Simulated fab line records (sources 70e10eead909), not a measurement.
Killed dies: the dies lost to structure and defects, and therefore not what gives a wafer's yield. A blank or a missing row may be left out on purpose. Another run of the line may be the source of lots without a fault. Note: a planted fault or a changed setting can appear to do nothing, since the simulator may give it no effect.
fab line records ; flow nand_harc ; part 1 of 2: steps 1 to 4 of 6
[record] lots = 24; wafers = 72; last_day = 33
route steps=1302 shown P_M0@268 P_M1@317 P_M2@331 P_BONDPAD@371 A_ZERO_WELL@404
lots with no fault: from the same line, run without faults
start_h: the number of hours between the record's first day and the start of the first shown wafer of the lot ; wait_h: hours since the lot's step before ; " same as the row above ; L1.1+2: a row that stands for several wafers ; - no value, or no start was given ; * or withheld: withheld ; < > ~ a bound
route shown NAME@n: names a module that has steps shown in the file, with the first one's number in the route ; usual: mean/standard deviation taken from wafers without a fault ; same: alike in all rows ; chamber/n: place in a boat ; sites: the reading at each site ; _std_site: the standard deviation of these ; _edge_site: the outer-site mean with the inner-site mean subtracted ; radius_mm: for every site, how far away it sits from the centre of the wafer ; mask NAME#n: copy n ; behind: the most recent tool/chamber to have shaped the wafer ; hold: what put the lot on hold/how long, in hours/how the hold closed ; device: whichever transistor did not switch (one of n, p or np) ; end of line: at the end of the route, the tests of the same wafers ; for a step that has no rows: nothing shown but its recipe ; killed: dies lost to structure and defects at the first sort, not the wafer's yield ; map: per-die view of a wafer (x killed, . not killed, _ where there is no die)
set.NAME: the setting as run; set.NAME@STEP: as run at that earlier step ; model.NAME: the simulator's own value behind a step, which no gauge read
the route's steps for a sample of lots (tables are steps, rows are wafers)
services: when a tool's chamber went out of use (start_h, in hours from the record's first day, below 0 if earlier), for how many hours, and the reason
[[steps]]
[step NHARC_P_M0_ETCH_15]
[recipe] target_depth_a = 1500; overetch_a = 150; time_s = 82.5; c4f8_flow_sccm = withheld; ar_flow_sccm = 400; rf_w = 600; bias_w = 300; chemistry = C4F8/Ar
[usual] oes_product_au = 0.954/0.025; rf_vpp_V = 440.9/2.9
lot.wafer;tool;chamber;start_h;wait_h;oes_product_au;rf_hours_counter_h;rf_vpp_V
L074.4;rie_diel-04;1;-;-;0.939;15;442.7
L074.1;rie_diel-04;2;-;-;0.945;16;443.5
L074.6;rie_diel-04;2;-;-;0.941;-;445.0
L075.2;rie_diel-04;3;-;-;1.004;15;438.7
L075.6;rie_diel-04;2;-;-;0.992;-;443.7
L075.5;rie_diel-04;3;-;-;1.002;-;438.4
L076.2;rie_diel-02;1;-;-;0.970;36;438.3
L076.6;rie_diel-02;3;-;-;0.947;-;441.7
L076.5;rie_diel-02;0;-;-;0.977;-;438.5
L077.4;rie_diel-04;3;-;-;0.961;21;438.1
L077.2;rie_diel-04;1;-;-;0.955;22;443.0
L077.6;rie_diel-04;2;-;-;0.951;-;443.7
L078.3;rie_diel-04;0;-;-;0.947;25;437.5
L078.4;rie_diel-04;1;-;-;0.982;24;443.9
L078.6;rie_diel-04;0;-;-;0.950;-;438.7
L079.3;rie_diel-04;3;-;-;0.984;23;439.8
L079.1;rie_diel-04;1;-;-;0.951;24;443.4
L079.2;rie_diel-04;2;-;-;0.950;25;445.3
L080.1;rie_diel-02;1;-;-;0.923;46;437.8
L080.3;rie_diel-02;2;-;-;0.925;46;443.7
L080.5;rie_diel-02;2;-;-;0.925;-;444.2
L081.3;rie_diel-04;2;-;-;0.955;1;444.7
L081.2;rie_diel-04;3;-;-;0.992;1;438.4
L081.5;rie_diel-04;2;-;-;0.959;-;443.2
L082.1;rie_diel-04;0;-;-;0.973;1;438.1
L082.2;rie_diel-04;1;-;-;0.977;0;443.8
L082.5;rie_diel-04;0;-;-;0.971;-;437.9
L083.4;rie_diel-03;0;-;-;0.944;42;438.3
L083.2;rie_diel-03;1;-;-;0.963;0;444.5
L083.5;rie_diel-03;3;-;-;0.974;-;441.0
L084.1;rie_diel-04;2;-;-;0.958;5;445.0
L084.3;rie_diel-04;1;-;-;0.966;5;443.9
L084.6;rie_diel-04;3;-;-;0.962;-;438.6
L085.2;rie_diel-03;2;-;-;0.895;47;443.0
L085.4;rie_diel-03;3;-;-;0.929;47;442.0
L085.1;rie_diel-03;0;-;-;0.903;47;436.0
L086.3;rie_diel-03;3;-;-;0.935;48;442.1
L086.1;rie_diel-03;0;-;-;0.902;47;438.0
L086.4;rie_diel-03;1;-;-;0.972;6;446.3
L087.1;rie_diel-04;3;-;-;0.909;8;438.3
L087.4;rie_diel-04;0;-;-;0.938;8;437.8
L087.6;rie_diel-04;2;-;-;0.924;-;443.2
L088.1;rie_diel-02;3;-;-;0.954;21;440.5
L088.2;rie_diel-02;0;-;-;0.972;20;437.7
L088.5;rie_diel-02;3;-;-;0.943;-;442.0
L089.3;rie_diel-04;1;-;-;0.976;11;444.9
L089.1;rie_diel-04;2;-;-;0.984;9;440.9
L089.6;rie_diel-04;0;-;-;0.980;-;437.5
L090.3;rie_diel-04;1;-;-;0.944;15;443.5
L090.2;rie_diel-04;0;-;-;0.982;15;437.3
L090.6;rie_diel-04;1;-;-;0.952;-;444.8
L091.1;rie_diel-03;0;-;-;0.974;2;435.5
L091.3;rie_diel-03;1;-;-;0.943;2;445.1
L091.2;rie_diel-03;2;-;-;0.945;2;441.9
L092.4;rie_diel-04;0;-;-;0.992;16;438.3
L092.5;rie_diel-04;0;-;-;0.995;-;437.7
L092.6;rie_diel-04;1;-;-;0.930;-;443.6
L093.2;rie_diel-02;2;-;-;0.951;31;443.7
L093.3;rie_diel-02;1;-;-;0.948;30;436.8
L093.6;rie_diel-02;3;-;-;0.960;-;441.3
L095.3;rie_diel-02;2;-;-;0.929;41;442.7
L095.5;rie_diel-02;2;-;-;0.927;-;442.0
L095.6;rie_diel-02;3;-;-;0.920;-;443.5
L094.1;rie_diel-04;3;-;-;0.917;17;438.8
L094.4;rie_diel-04;0;-;-;0.984;22;439.0
L094.3;rie_diel-04;2;-;-;0.950;20;443.5
L096.4;rie_diel-04;3;-;-;0.956;17;438.1
L096.2;rie_diel-04;0;-;-;0.993;22;437.1
L096.3;rie_diel-04;2;-;-;0.951;20;444.1
L097.1;rie_diel-04;2;-;-;0.967;22;442.9
L097.2;rie_diel-04;3;-;-;0.977;19;439.2
L097.5;rie_diel-04;1;-;-;0.947;-;442.2
[step NHARC_P_M0_CD_MEAS_16]
[usual] cd_nm = 90.1/1.1
lot.wafer;tool;chamber;start_h;wait_h;cd_nm
L074.1;cd_sem-03;-;132.96;-;90.9
L074.4;cd_sem-03;-;132.96;-;89.6
L074.6;cd_sem-03;-;132.96;-;90.1
L075.2;cd_sem-01;-;137.88;-;89.3
L075.5;cd_sem-01;-;137.88;-;89.7
L075.6;cd_sem-01;-;137.88;-;90.3
L076.2;cd_sem-03;-;151.35;-;87.9
L076.5;cd_sem-03;-;151.35;-;87.5
L076.6;cd_sem-03;-;151.35;-;87.4
L077.2;cd_sem-02;-;158.52;-;91.1
L077.4;cd_sem-02;-;158.52;-;90.7
L077.6;cd_sem-02;-;158.52;-;89.9
L078.3;cd_sem-03;-;169.34;-;91.7
L078.4;cd_sem-03;-;169.34;-;89.6
L078.6;cd_sem-03;-;169.34;-;92.4
L079.1;cd_sem-01;-;170.53;-;91.4
L079.2;cd_sem-01;-;170.53;-;89.6
L079.3;cd_sem-01;-;170.53;-;93.0
L080.1;cd_sem-01;-;180.27;-;89.2
L080.3;cd_sem-01;-;180.27;-;89.3
L080.5;cd_sem-01;-;180.27;-;89.0
L081.2;cd_sem-03;-;197.42;-;89.6
L081.3;cd_sem-03;-;197.42;-;88.5
L081.5;cd_sem-03;-;197.42;-;89.5
L082.1;cd_sem-03;-;199.85;-;89.8
L082.2;cd_sem-03;-;199.85;-;91.3
L082.5;cd_sem-03;-;199.85;-;92.3
L083.2;cd_sem-01;-;220.27;-;88.8
L083.4;cd_sem-01;-;220.27;-;91.3
L083.5;cd_sem-01;-;220.27;-;90.2
L084.1;cd_sem-01;-;223.69;-;91.0
L084.3;cd_sem-01;-;223.69;-;89.5
L084.6;cd_sem-01;-;223.69;-;90.1
L085.1;cd_sem-02;-;236.54;-;90.4
L085.2;cd_sem-02;-;236.54;-;90.4
L085.4;cd_sem-02;-;236.54;-;91.4
L086.1;cd_sem-02;-;240.07;-;90.0
L086.3;cd_sem-02;-;240.07;-;91.6
L086.4;cd_sem-02;-;240.07;-;91.5
L087.1;cd_sem-02;-;262.05;-;88.7
L087.4;cd_sem-02;-;262.05;-;89.8
L087.6;cd_sem-02;-;262.05;-;88.4
L088.1;cd_sem-03;-;273.99;-;90.0
L088.2;cd_sem-03;-;273.99;-;89.4
L088.5;cd_sem-03;-;273.99;-;90.4
L089.1;cd_sem-01;-;279.65;-;91.6
L089.3;cd_sem-01;-;279.65;-;90.0
L089.6;cd_sem-01;-;279.65;-;89.5
L090.2;cd_sem-02;-;298.82;-;91.7
L090.3;cd_sem-02;-;298.82;-;88.8
L090.6;cd_sem-02;-;298.82;-;89.2
L091.1;cd_sem-02;-;299.38;-;90.7
L091.2;cd_sem-02;-;299.38;-;91.0
L091.3;cd_sem-02;-;299.38;-;88.7
L092.4;cd_sem-03;-;307.91;-;89.2
L092.5;cd_sem-03;-;307.91;-;90.1
L092.6;cd_sem-03;-;307.91;-;90.9
L093.2;cd_sem-01;-;316.00;-;90.4
L093.3;cd_sem-01;-;316.00;-;89.9
L093.6;cd_sem-01;-;316.00;-;89.1
L095.3;cd_sem-01;-;337.59;-;90.5
L095.5;cd_sem-01;-;337.59;-;88.9
L095.6;cd_sem-01;-;337.59;-;89.0
L094.1;cd_sem-02;-;337.77;-;92.3
L094.3;cd_sem-02;-;337.77;-;90.9
L094.4;cd_sem-02;-;337.77;-;91.1
L096.2;cd_sem-03;-;339.68;-;91.5
L096.3;cd_sem-03;-;339.68;-;90.2
L096.4;cd_sem-03;-;339.68;-;90.1
L097.1;cd_sem-01;-;351.98;-;91.5
L097.2;cd_sem-01;-;351.98;-;90.3
L097.5;cd_sem-01;-;351.98;-;90.5
[step NHARC_P_M1_DEP_33]
[recipe] target_thk_a = 300; temp_c = 370; target_thk_nm = 30; pressure_torr = 3; flow_sccm = 200; rf_w = 450; material = SiCN
[usual] heater_power_w = 601/77
lot.wafer;tool;chamber;start_h;wait_h;heater_power_w
L074.1;pecvd-02;0;139.50;0.1;561
L074.4;pecvd-02;1;139.50;0.1;663
L074.6;pecvd-02;2;139.50;0.1;579
L075.2;pecvd-01;1;144.52;0.1;565
L075.6;pecvd-01;0;144.52;0.1;756
L075.5;pecvd-01;1;144.52;0.1;558
L076.2;pecvd-01;0;157.77;0.1;734
L076.6;pecvd-01;0;157.77;0.1;749
L076.5;pecvd-01;2;157.77;0.1;580
L077.2;pecvd-03;2;165.10;0.1;572
L077.4;pecvd-03;1;165.10;0.1;604
L077.6;pecvd-03;2;165.10;0.1;573
L078.3;pecvd-01;1;176.42;0.1;552
L078.4;pecvd-01;0;176.42;0.1;741
L078.6;pecvd-01;1;176.42;0.1;562
L079.1;pecvd-01;0;177.40;0.1;666
L079.2;pecvd-01;1;177.40;0.1;601
L079.3;pecvd-01;2;177.40;0.1;573
L080.1;pecvd-01;0;186.76;0.1;682
L080.3;pecvd-01;2;186.76;0.1;508
L080.5;pecvd-01;1;186.76;0.1;601
L081.3;pecvd-01;1;203.98;0.1;600
L081.2;pecvd-01;2;203.98;0.1;571
L081.5;pecvd-01;2;203.98;0.1;563
L082.2;pecvd-01;0;206.29;0.1;732
L082.1;pecvd-01;1;206.29;0.1;575
L082.5;pecvd-01;0;206.29;0.1;731
L083.2;pecvd-02;2;226.87;0.1;578
L083.5;pecvd-02;0;226.87;0.1;561
L083.4;pecvd-02;1;226.87;0.1;710
L084.1;pecvd-01;2;230.44;0.1;590
L084.3;pecvd-01;0;230.44;0.1;776
L084.6;pecvd-01;2;230.44;0.1;474
L085.2;pecvd-03;2;243.31;0.1;619
L085.1;pecvd-03;0;243.31;0.1;494
L085.4;pecvd-03;0;243.31;0.1;515
L086.1;pecvd-01;0;246.98;0.1;647
L086.3;pecvd-01;0;246.98;0.1;671
L086.4;pecvd-01;2;246.98;0.1;535
L087.1;pecvd-02;0;268.59;0.1;647
L087.4;pecvd-02;0;268.59;0.1;652
L087.6;pecvd-02;2;268.59;0.1;527
L088.1;pecvd-02;1;280.43;0.1;564
L088.2;pecvd-02;2;280.43;0.1;596
L088.5;pecvd-02;1;280.43;0.1;570
L089.1;pecvd-03;2;286.17;0.1;604
L089.3;pecvd-03;1;286.17;0.1;627
L089.6;pecvd-03;1;286.17;0.1;630
L090.2;pecvd-01;1;305.51;0.1;583
L090.3;pecvd-01;1;305.51;0.1;568
L090.6;pecvd-01;1;305.51;0.1;580
L091.2;pecvd-02;2;306.08;0.1;595
L091.1;pecvd-02;0;306.08;0.1;595
L091.3;pecvd-02;1;306.08;0.1;571
L092.4;pecvd-02;2;315.06;0.2;617
L092.5;pecvd-02;0;315.06;0.2;627
L092.6;pecvd-02;1;315.06;0.2;604
L093.3;pecvd-03;2;322.65;0.1;638
L093.2;pecvd-03;1;322.65;0.1;595
L093.6;pecvd-03;1;322.65;0.1;580
L095.3;pecvd-01;0;344.26;0.2;751
L095.5;pecvd-01;0;344.26;0.2;721
L095.6;pecvd-01;1;344.26;0.2;522
L094.1;pecvd-03;2;344.45;0.1;495
L094.3;pecvd-03;0;344.45;0.1;436
L094.4;pecvd-03;0;344.45;0.1;432
L096.2;pecvd-01;0;346.24;0.1;674
L096.4;pecvd-01;0;346.24;0.1;670
L096.3;pecvd-01;1;346.24;0.1;529
L097.1;pecvd-01;1;358.53;0.1;594
L097.2;pecvd-01;0;358.53;0.1;708
L097.5;pecvd-01;0;358.53;0.1;717
[step NHARC_P_M2_DESCUM_14]
[recipe] time_s = 3; o2_flow_sccm = 200; ar_flow_sccm = 0; bias_power_w = 0; chemistry = O2
[usual] drypump_motor_current_A = 5.9/0.4; oes_product_au = 0.998/0.012; rf_vpp_V = 57.7/0.85; showerhead_plenum_p_Torr = 1.89/0.073; throttle_valve_pct = 11.311/0.0087
lot.wafer;tool;chamber;start_h;wait_h;drypump_motor_current_A;oes_product_au;rf_hours_counter_h;rf_vpp_V;showerhead_plenum_p_Torr;throttle_valve_pct
L074.4;rie_diel-05;0;140.80;0.1;5.4;0.990;4.6;58.0;1.96;11.306
L074.1;rie_diel-05;1;140.80;0.1;6.2;0.988;4.4;57.8;1.97;11.298
L074.6;rie_diel-05;0;140.80;0.1;5.4;0.992;-;58.7;1.96;11.322
L075.2;rie_diel-07;3;145.92;0.1;6.5;1.019;0.3;56.1;1.84;11.302
L075.6;rie_diel-07;3;145.92;0.1;6.5;1.017;-;56.9;1.84;11.313
L075.5;rie_diel-07;1;145.92;0.1;6.3;1.005;-;57.6;1.83;11.313
L076.2;rie_diel-11;2;159.09;0.1;5.9;1.010;1.8;58.4;1.85;11.306
L076.6;rie_diel-11;1;159.09;0.1;6.2;0.995;-;57.0;1.84;11.318
L076.5;rie_diel-11;2;159.09;0.1;5.9;1.016;-;58.4;1.85;11.312
L077.2;rie_diel-07;1;166.32;0.1;6.3;1.001;0.7;57.6;1.83;11.315
L077.4;rie_diel-07;1;166.32;0.1;6.3;0.986;-;55.8;1.83;11.305
L077.6;rie_diel-07;1;166.32;0.1;6.3;0.994;-;57.9;1.83;11.320
L078.4;rie_diel-11;0;177.65;0.1;6.0;1.014;3.6;59.0;1.98;11.311
L078.3;rie_diel-11;2;177.65;0.1;5.9;1.013;3.0;56.7;1.85;11.311
L078.6;rie_diel-11;0;177.65;0.1;6.0;1.010;-;57.9;1.98;11.327
L079.1;rie_diel-11;0;178.72;0.1;6.0;1.012;3.7;58.3;1.98;11.307
L079.2;rie_diel-11;1;178.72;0.1;6.2;1.002;3.9;56.7;1.83;11.309
L079.3;rie_diel-11;2;178.72;0.1;5.9;1.011;3.1;57.1;1.85;11.314
L080.1;rie_diel-07;2;188.05;0.1;5.0;0.982;1.4;56.8;2.03;11.307
L080.3;rie_diel-07;3;188.05;0.1;6.5;1.006;2.6;57.2;1.84;11.290
L080.5;rie_diel-07;1;188.05;0.1;6.3;0.985;-;57.8;1.83;11.310
L081.3;rie_diel-11;2;205.40;0.1;5.9;1.024;4.0;58.2;1.85;11.319
L081.2;rie_diel-11;0;205.40;0.1;6.0;0.993;4.7;57.5;1.98;11.318
L081.5;rie_diel-11;2;205.40;0.1;5.9;1.011;-;56.8;1.85;11.307
L082.2;rie_diel-05;3;207.59;0.1;6.0;1.002;7.3;57.3;1.96;11.300
L082.1;rie_diel-05;2;207.59;0.1;6.2;0.974;8.2;56.7;1.79;11.303
L082.5;rie_diel-05;2;207.59;0.1;6.2;0.980;-;57.7;1.79;11.321
L083.2;rie_diel-07;0;228.45;0.1;5.3;0.985;3.2;57.8;1.80;11.310
L083.4;rie_diel-07;1;228.45;0.1;6.3;0.986;4.2;57.4;1.83;11.337
L083.5;rie_diel-07;3;228.45;0.1;6.5;0.997;-;56.9;1.84;11.311
L084.1;rie_diel-11;1;231.82;0.1;6.3;0.993;6.1;58.8;1.83;11.308
L084.3;rie_diel-11;2;231.82;0.1;5.9;1.027;4.9;58.2;1.85;11.306
L084.6;rie_diel-11;0;231.82;0.1;5.9;0.998;-;59.1;1.98;11.305
L085.1;rie_diel-11;0;244.67;0.1;6.0;1.012;7.1;58.4;1.98;11.316
L085.2;rie_diel-11;1;244.67;0.1;6.2;0.999;7.1;58.0;1.83;11.312
L085.4;rie_diel-11;2;244.67;0.1;5.9;1.016;5.8;56.2;1.85;11.308
L086.4;rie_diel-11;1;248.53;0.1;6.2;0.993;7.2;59.3;1.83;11.308
L086.1;rie_diel-11;2;248.53;0.1;5.9;1.019;5.9;58.4;1.85;11.327
L086.3;rie_diel-11;3;248.53;0.1;5.6;0.994;6.6;59.0;1.87;11.315
L087.1;rie_diel-05;2;269.93;0.1;6.2;1.011;1.5;57.1;1.79;11.302
L087.4;rie_diel-05;3;269.93;0.1;6.0;0.992;1.7;59.9;1.96;11.308
L087.6;rie_diel-05;2;269.93;0.1;6.2;1.009;-;58.0;1.79;11.312
L088.2;rie_diel-05;0;281.81;0.1;5.4;0.993;2.2;57.2;1.96;11.321
L088.1;rie_diel-05;2;281.81;0.1;6.2;1.003;1.9;56.7;1.79;11.307
L088.5;rie_diel-05;0;281.81;0.1;5.4;0.996;-;58.3;1.96;11.326
L089.1;rie_diel-07;2;288.15;0.1;5.1;0.994;8.8;58.3;2.02;11.293
L089.3;rie_diel-07;3;288.15;0.1;6.5;1.003;9.9;58.8;1.84;11.307
L089.6;rie_diel-07;2;288.15;0.1;5.0;0.988;-;58.2;2.02;11.328
L090.2;rie_diel-05;3;306.89;0.1;6.1;0.986;3.8;56.5;1.96;11.318
L090.3;rie_diel-05;1;306.89;0.1;6.1;0.982;3.1;58.6;1.96;11.304
L090.6;rie_diel-05;3;306.89;0.1;6.0;0.986;-;58.8;1.96;11.319
L091.3;rie_diel-11;3;307.49;0.1;5.7;0.972;0.1;58.5;1.87;11.313
L091.2;rie_diel-11;0;307.49;0.1;6.0;1.006;0.0;58.0;1.97;11.313
L091.1;rie_diel-11;1;307.49;0.1;6.2;0.991;0.1;56.8;1.83;11.299
L092.4;rie_diel-05;0;316.36;0.1;5.4;0.989;3.8;58.5;1.96;11.312
L092.5;rie_diel-05;3;316.36;0.1;6.0;1.000;-;57.1;1.96;11.307
L092.6;rie_diel-05;0;316.36;0.1;5.4;0.986;-;58.2;1.96;11.314
L093.3;rie_diel-05;1;324.07;0.1;6.2;0.996;3.5;59.3;1.96;11.328
L093.2;rie_diel-05;2;324.07;0.1;6.2;0.997;4.1;56.9;1.79;11.297
L093.6;rie_diel-05;2;324.07;0.1;6.1;1.001;-;57.8;1.79;11.296
L095.3;rie_diel-11;0;345.59;0.1;5.9;0.996;3.1;58.1;1.97;11.304
L095.5;rie_diel-11;1;345.59;0.1;6.3;1.003;-;56.3;1.83;11.313
L095.6;rie_diel-11;2;345.59;0.1;5.9;0.993;-;57.8;1.84;11.317
L094.4;rie_diel-07;0;346.02;0.1;5.2;1.013;2.1;56.9;1.80;11.315
L094.1;rie_diel-07;1;346.02;0.1;6.3;0.972;2.4;56.1;1.83;11.321
L094.3;rie_diel-07;2;346.02;0.1;5.0;0.995;2.0;57.5;2.02;11.331
L096.2;rie_diel-05;0;347.69;0.1;5.4;0.974;5.3;58.5;1.96;11.311
L096.3;rie_diel-05;2;347.69;0.1;6.2;1.003;5.7;57.1;1.79;11.313
L096.4;rie_diel-05;2;347.69;0.1;6.2;1.009;-;57.4;1.79;11.301
L097.2;rie_diel-07;0;360.20;0.1;5.2;0.996;2.8;56.6;1.80;11.324
L097.1;rie_diel-07;1;360.20;0.1;6.3;0.986;3.6;57.4;1.83;11.290
L097.5;rie_diel-07;0;360.20;0.1;5.2;0.998;-;55.7;1.80;11.295
